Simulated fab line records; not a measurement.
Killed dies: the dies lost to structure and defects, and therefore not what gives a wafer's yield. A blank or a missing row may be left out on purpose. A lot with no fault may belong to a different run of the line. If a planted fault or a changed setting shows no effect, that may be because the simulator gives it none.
Which tool did it? || flow nandHarc || 13 lots with 38 wafers sampled at 5 steps, on a route of 1302 steps

WHAT THE GAUGES SHOWED, per wafer
NHARC_END_SORT_01. Usual: killedAtArray 54, standard deviation 18; killedAtOther 0.9, standard deviation 1.2; killedAtPeriphery 4.4, standard deviation 2.9; killedDies 59, standard deviation 18; killedOpen 3.2, standard deviation 1.8; killedShort 2.6, standard deviation 1.8.
{"lot": "L860", "measured": "day 30 18:10", "on": "prober-01", "killedAtArray": "49 49 62", "killedAtOther": "0 1 0", "killedAtPeriphery": "6 4 4", "killedDies": "55 54 66", "killedOpen": "5 1 3", "killedShort": "2 3 6", "flag": ""}

TOOL THAT RAN EACH LOT (tool first, then ch and the chambers of the sampled wafers, then the start)
{"lot": "L849", "NHARC_A_WL_FILL_ALD_00": "aldHk-03 ch 1,2, day 20 23:16", "NHARC_A_WL_FILL_CVD_03": "cvdW-02 ch 0,1, day 21 00:11", "NHARC_A_WL_FILL_ETCHBACK_16": "rieDiel-07 ch 0,1,2, day 21 11:03", "NHARC_A_WL_FILL_CVD_20": "cvdW-02 ch 0,1, no start"}
{"lot": "L850", "NHARC_A_WL_FILL_ALD_00": "aldHk-02 ch 0,2,3, day 20 23:22", "NHARC_A_WL_FILL_CVD_03": "cvdW-01 ch 0,1, day 21 00:24", "NHARC_A_WL_FILL_ETCHBACK_16": "rieDiel-02 ch 0,1,2, day 21 11:04", "NHARC_A_WL_FILL_CVD_20": "cvdW-01 ch 0,1, no start"}
{"lot": "L857", "NHARC_A_WL_FILL_ALD_00": "aldHk-01 ch 1,2,3, day 24 08:13", "NHARC_A_WL_FILL_CVD_03": "cvdW-02 ch 0,1, day 24 09:06", "NHARC_A_WL_FILL_ETCHBACK_16": "rieDiel-13 ch 0,1, day 24 20:56", "NHARC_A_WL_FILL_CVD_20": "cvdW-02 ch 0,1, no start"}
{"lot": "L856", "NHARC_A_WL_FILL_ALD_00": "aldHk-02 ch 1,3, day 24 14:22", "NHARC_A_WL_FILL_CVD_03": "cvdW-02 ch 0,1, day 24 15:19", "NHARC_A_WL_FILL_ETCHBACK_16": "rieDiel-07 ch 0,1,3, day 25 02:29", "NHARC_A_WL_FILL_CVD_20": "cvdW-02 ch 0,1, no start"}
{"lot": "L853", "NHARC_A_WL_FILL_ALD_00": "aldHk-02 ch 1,2,3, day 24 15:51", "NHARC_A_WL_FILL_CVD_03": "cvdW-01 ch 0,1, day 24 16:48", "NHARC_A_WL_FILL_ETCHBACK_16": "rieDiel-13 ch 0,1,3, day 25 02:34", "NHARC_A_WL_FILL_CVD_20": "cvdW-01 ch 0, no start"}
{"lot": "L859", "NHARC_A_WL_FILL_ALD_00": "aldHk-02 ch 0,1, day 25 01:06", "NHARC_A_WL_FILL_CVD_03": "cvdW-01 ch 0,1, day 25 02:08", "NHARC_A_WL_FILL_ETCHBACK_16": "rieDiel-07 ch 0,1,3, day 25 12:47", "NHARC_A_WL_FILL_CVD_20": "cvdW-02 ch 0, no start"}
{"lot": "L855", "NHARC_A_WL_FILL_ALD_00": "aldHk-01 ch 0,2,3, day 25 04:41", "NHARC_A_WL_FILL_CVD_03": "cvdW-01 ch 0,1, day 25 05:37", "NHARC_A_WL_FILL_ETCHBACK_16": "rieDiel-13 ch 0,1, day 25 17:38", "NHARC_A_WL_FILL_CVD_20": "cvdW-02 ch 0,1, no start"}
{"lot": "L860", "NHARC_A_WL_FILL_ALD_00": "aldHk-01 ch 0,1, day 25 22:41", "NHARC_A_WL_FILL_CVD_03": "cvdW-02 ch 0,1, day 25 23:56", "NHARC_A_WL_FILL_ETCHBACK_16": "rieDiel-07 ch 0,1,2, day 26 10:23", "NHARC_A_WL_FILL_CVD_20": "cvdW-01 ch 0,1, day 30 18:10 or earlier"}
{"lot": "L862", "NHARC_A_WL_FILL_ALD_00": "aldHk-02 ch 0,3, day 26 08:22", "NHARC_A_WL_FILL_CVD_03": "cvdW-01 ch 0,1, day 26 09:16", "NHARC_A_WL_FILL_ETCHBACK_16": "rieDiel-07 ch 2,3, day 26 21:38", "NHARC_A_WL_FILL_CVD_20": "cvdW-02 ch 0,1, no start"}
{"lot": "L864", "NHARC_A_WL_FILL_ALD_00": "aldHk-01 ch 1,2,3, day 26 12:05", "NHARC_A_WL_FILL_CVD_03": "cvdW-02 ch 0,1, day 26 13:13", "NHARC_A_WL_FILL_ETCHBACK_16": "rieDiel-13 ch 0,1,2, day 27 00:35", "NHARC_A_WL_FILL_CVD_20": "cvdW-01 ch 0,1, no start"}
{"lot": "L869", "NHARC_A_WL_FILL_ALD_00": "aldHk-02 ch 0,1,3, day 28 11:51", "NHARC_A_WL_FILL_CVD_03": "cvdW-01 ch 0,1, day 28 12:47", "NHARC_A_WL_FILL_ETCHBACK_16": "rieDiel-07 ch 1,2,3, day 29 00:12", "NHARC_A_WL_FILL_CVD_20": "cvdW-02 ch 0,1, no start"}
{"lot": "L870", "NHARC_A_WL_FILL_ALD_00": "aldHk-01 ch 2,3, day 30 00:07", "NHARC_A_WL_FILL_CVD_03": "cvdW-02 ch 0,1, day 30 01:10", "NHARC_A_WL_FILL_ETCHBACK_16": "rieDiel-02 ch 0,1, day 30 11:25", "NHARC_A_WL_FILL_CVD_20": "cvdW-02 ch 0,1, no start"}
{"lot": "L872", "NHARC_A_WL_FILL_ALD_00": "aldHk-01 ch 2,3, day 31 11:31", "NHARC_A_WL_FILL_CVD_03": "cvdW-02 ch 0,1, day 31 12:29", "NHARC_A_WL_FILL_ETCHBACK_16": "rieDiel-02 ch 2,3, day 31 23:37", "NHARC_A_WL_FILL_CVD_20": "cvdW-02 ch 0,1, no start"}
- NHARC_A_WL_FILL_ALD_00: deposits Al2O3, target thk 3 nm, pulse time 3 s, ald cycles 30.
- NHARC_A_WL_FILL_CVD_03: deposits W, target thk 40 nm, time 279 s.
- NHARC_A_WL_FILL_ETCHBACK_16: etches the open film in C4F8/O2/Ar, target depth 120 nm, time 24 s.
- NHARC_A_WL_FILL_CVD_20: deposits W, target thk 100 nm, time 74 s.

AS READ BY THE TOOLS THEMSELVES (means over the sampled wafers that have a number; for cases with no such wafer, the mark the record gives instead)
NHARC_A_WL_FILL_ALD_00. Usual: heaterPowerW 474 W, standard deviation 43; precursorPulseHeightRel 1.000, standard deviation 0.019.
{"lot": "L849", "tool": "aldHk-03", "heaterPowerW (W)": 520, "precursorPulseHeightRel": 1.014, "flag": ""}
{"lot": "L850", "tool": "aldHk-02", "heaterPowerW (W)": 461, "precursorPulseHeightRel": 1.011, "flag": ""}
{"lot": "L857", "tool": "aldHk-01", "heaterPowerW (W)": 476, "precursorPulseHeightRel": 1.003, "flag": ""}
{"lot": "L856", "tool": "aldHk-02", "heaterPowerW (W)": 482, "precursorPulseHeightRel": 1.008, "flag": ""}
{"lot": "L853", "tool": "aldHk-02", "heaterPowerW (W)": 489, "precursorPulseHeightRel": 1.000, "flag": ""}
{"lot": "L859", "tool": "aldHk-02", "heaterPowerW (W)": 476, "precursorPulseHeightRel": 0.986, "flag": ""}
{"lot": "L855", "tool": "aldHk-01", "heaterPowerW (W)": 466, "precursorPulseHeightRel": 1.008, "flag": ""}
{"lot": "L860", "tool": "aldHk-01", "heaterPowerW (W)": 452, "precursorPulseHeightRel": 0.993, "flag": ""}
{"lot": "L862", "tool": "aldHk-02", "heaterPowerW (W)": 428, "precursorPulseHeightRel": 1.022, "flag": ""}
{"lot": "L864", "tool": "aldHk-01", "heaterPowerW (W)": 470, "precursorPulseHeightRel": 0.995, "flag": ""}
{"lot": "L869", "tool": "aldHk-02", "heaterPowerW (W)": 459, "precursorPulseHeightRel": 0.999, "flag": ""}
{"lot": "L870", "tool": "aldHk-01", "heaterPowerW (W)": 470, "precursorPulseHeightRel": 1.006, "flag": ""}
{"lot": "L872", "tool": "aldHk-01", "heaterPowerW (W)": 490, "precursorPulseHeightRel": 0.994, "flag": ""}

NHARC_A_WL_FILL_CVD_03. Usual: heaterPowerW 485 W, standard deviation 26; throttleValvePct 7.87 %, standard deviation 0.29.
{"lot": "L849", "tool": "cvdW-02", "heaterPowerW (W)": 493, "throttleValvePct (%)": 7.56, "flag": ""}
{"lot": "L850", "tool": "cvdW-01", "heaterPowerW (W)": 464, "throttleValvePct (%)": 8.29, "flag": ""}
{"lot": "L857", "tool": "cvdW-02", "heaterPowerW (W)": 492, "throttleValvePct (%)": 7.69, "flag": ""}
{"lot": "L856", "tool": "cvdW-02", "heaterPowerW (W)": 492, "throttleValvePct (%)": 7.65, "flag": ""}
{"lot": "L853", "tool": "cvdW-01", "heaterPowerW (W)": 470, "throttleValvePct (%)": 7.86, "flag": ""}
{"lot": "L859", "tool": "cvdW-01", "heaterPowerW (W)": 460, "throttleValvePct (%)": 8.00, "flag": ""}
{"lot": "L855", "tool": "cvdW-01", "heaterPowerW (W)": 467, "throttleValvePct (%)": 8.13, "flag": ""}
{"lot": "L860", "tool": "cvdW-02", "heaterPowerW (W)": 496, "throttleValvePct (%)": 7.79, "flag": ""}
{"lot": "L862", "tool": "cvdW-01", "heaterPowerW (W)": 470, "throttleValvePct (%)": 8.18, "flag": ""}
{"lot": "L864", "tool": "cvdW-02", "heaterPowerW (W)": 490, "throttleValvePct (%)": 7.74, "flag": ""}
{"lot": "L869", "tool": "cvdW-01", "heaterPowerW (W)": 467, "throttleValvePct (%)": 8.19, "flag": ""}
{"lot": "L870", "tool": "cvdW-02", "heaterPowerW (W)": 502, "throttleValvePct (%)": 7.52, "flag": ""}
{"lot": "L872", "tool": "cvdW-02", "heaterPowerW (W)": 501, "throttleValvePct (%)": 7.67, "flag": ""}

NHARC_A_WL_FILL_ETCHBACK_16. Usual: oesProductAu 0.977 a.u., standard deviation 0.03; rfVppV 723 V, standard deviation 4.2.
{"lot": "L849", "tool": "rieDiel-07", "oesProductAu (a.u.)": 0.995, "rfVppV (V)": 721, "flag": ""}
{"lot": "L850", "tool": "rieDiel-02", "oesProductAu (a.u.)": 0.989, "rfVppV (V)": 723, "flag": ""}
{"lot": "L857", "tool": "rieDiel-13", "oesProductAu (a.u.)": 0.998, "rfVppV (V)": 724, "flag": ""}
{"lot": "L856", "tool": "rieDiel-07", "oesProductAu (a.u.)": 0.921, "rfVppV (V)": 721, "flag": ""}
{"lot": "L853", "tool": "rieDiel-13", "oesProductAu (a.u.)": 0.932, "rfVppV (V)": 722, "flag": ""}
{"lot": "L859", "tool": "rieDiel-07", "oesProductAu (a.u.)": 0.955, "rfVppV (V)": 720, "flag": ""}
{"lot": "L855", "tool": "rieDiel-13", "oesProductAu (a.u.)": 1.000, "rfVppV (V)": 724, "flag": ""}
{"lot": "L860", "tool": "rieDiel-07", "oesProductAu (a.u.)": 1.043, "rfVppV (V)": 723, "flag": ""}
{"lot": "L862", "tool": "rieDiel-07", "oesProductAu (a.u.)": 0.915, "rfVppV (V)": 727, "flag": ""}
{"lot": "L864", "tool": "rieDiel-13", "oesProductAu (a.u.)": 1.007, "rfVppV (V)": 722, "flag": ""}
{"lot": "L869", "tool": "rieDiel-07", "oesProductAu (a.u.)": 0.993, "rfVppV (V)": 724, "flag": ""}
{"lot": "L870", "tool": "rieDiel-02", "oesProductAu (a.u.)": 0.990, "rfVppV (V)": 721, "flag": ""}
{"lot": "L872", "tool": "rieDiel-02", "oesProductAu (a.u.)": 0.979, "rfVppV (V)": 722, "flag": ""}

NHARC_A_WL_FILL_CVD_20. Usual: heaterPowerW 869 W, standard deviation 47; throttleValvePct 7.85 %, standard deviation 0.3.
{"lot": "L849", "tool": "cvdW-02", "heaterPowerW (W)": 880, "throttleValvePct (%)": 7.56, "flag": ""}
{"lot": "L850", "tool": "cvdW-01", "heaterPowerW (W)": 825, "throttleValvePct (%)": 8.27, "flag": ""}
{"lot": "L857", "tool": "cvdW-02", "heaterPowerW (W)": 875, "throttleValvePct (%)": 7.52, "flag": ""}
{"lot": "L856", "tool": "cvdW-02", "heaterPowerW (W)": 923, "throttleValvePct (%)": 7.77, "flag": ""}
{"lot": "L853", "tool": "cvdW-01", "heaterPowerW (W)": 851, "throttleValvePct (%)": 7.97, "flag": ""}
{"lot": "L859", "tool": "cvdW-02", "heaterPowerW (W)": 850, "throttleValvePct (%)": 7.79, "flag": ""}
{"lot": "L855", "tool": "cvdW-02", "heaterPowerW (W)": 884, "throttleValvePct (%)": 7.68, "flag": ""}
{"lot": "L860", "tool": "cvdW-01", "heaterPowerW (W)": 829, "throttleValvePct (%)": 8.01, "flag": ""}
{"lot": "L862", "tool": "cvdW-02", "heaterPowerW (W)": 899, "throttleValvePct (%)": 7.78, "flag": ""}
{"lot": "L864", "tool": "cvdW-01", "heaterPowerW (W)": 818, "throttleValvePct (%)": 8.11, "flag": ""}
{"lot": "L869", "tool": "cvdW-02", "heaterPowerW (W)": 889, "throttleValvePct (%)": 7.52, "flag": ""}
{"lot": "L870", "tool": "cvdW-02", "heaterPowerW (W)": 902, "throttleValvePct (%)": 7.70, "flag": ""}
{"lot": "L872", "tool": "cvdW-02", "heaterPowerW (W)": 905, "throttleValvePct (%)": 7.80, "flag": ""}

THE ANSWER, worked out from the rows above alone
Rule: a lot is off if the mean of its wafers that have a number lies more than 3 standard deviations from the usual mean. A lot without any number at a reading at which 4 lots or more have one is off too. All remaining lots with rows at the step are treated as sound. After the gauges, taken in route order, come the tools' own readings; for these a lot's mean is taken, as printed above. At the first step where some lot is off, the reading lying furthest off is the one used; lots without a number count as furthest.
No lot is off on any of the readings shown, so nothing can be concluded from this.

WHAT HAD BEEN PUT IN BY THE SIMULATOR
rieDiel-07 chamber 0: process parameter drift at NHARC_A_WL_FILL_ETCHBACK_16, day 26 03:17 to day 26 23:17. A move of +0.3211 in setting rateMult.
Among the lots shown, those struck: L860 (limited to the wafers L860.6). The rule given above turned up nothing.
